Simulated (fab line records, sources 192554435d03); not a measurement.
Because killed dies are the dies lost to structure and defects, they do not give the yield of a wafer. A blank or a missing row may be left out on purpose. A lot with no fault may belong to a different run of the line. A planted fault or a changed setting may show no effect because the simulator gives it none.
Matching of chambers / flow n5-finfet / rie-diel-04 running N5_SD_EPI_N_ETCH_35: 4 sister chambers
The step etches SOC in N2/H2, overetch 108 nm, time 486 s. 4 wafers are shown with their chamber, then 8 later ones without.

## WAFERS, EACH WITH ITS CHAMBER
wafer=L086.1; chamber=3; throttle-valve-pct (%)=23.74
wafer=L086.5; chamber=0; throttle-valve-pct (%)=23.46
wafer=L086.6; chamber=1; throttle-valve-pct (%)=23.24
wafer=L088.2; chamber=2; throttle-valve-pct (%)=24.09

## WAFERS WITH NO CHAMBER GIVEN
wafer=L088.5; throttle-valve-pct (%)=24.11
wafer=L088.6; throttle-valve-pct (%)=23.26
wafer=L096.1; throttle-valve-pct (%)=23.48
wafer=L096.3; throttle-valve-pct (%)=24.11
wafer=L096.6; throttle-valve-pct (%)=24.12
wafer=L097.3; throttle-valve-pct (%)=23.49
wafer=L097.4; throttle-valve-pct (%)=23.27
wafer=L097.6; throttle-valve-pct (%)=24.10

## WHICH CHAMBER EACH ONE RAN IN
wafer=L088.5; from the rows above=2; in truth=2
wafer=L088.6; from the rows above=1; in truth=1
wafer=L096.1; from the rows above=0; in truth=0
wafer=L096.3; from the rows above=2; in truth=2
wafer=L096.6; from the rows above=2; in truth=2
wafer=L097.3; from the rows above=0; in truth=0
wafer=L097.4; from the rows above=1; in truth=1
wafer=L097.6; from the rows above=2; in truth=2
Correctly placed: 8 of 8. Number that these rows cannot place: 0. 0 placed wrongly.
How it was worked out, from the rows above alone: a wafer's distance from a chamber is the root of the sum, over the readings, of the square of ((its reading less the chamber's mean) divided by the reading's scatter). If the next closest chamber is less than 2 further off than the closest, the wafer can't be placed; otherwise it belongs to the closest. The mean given for a chamber averages the wafers shown for that chamber. The scatter: with one shown wafer a chamber, the root of the mean of the squares of how far each hidden wafer lies from its nearest shown one.
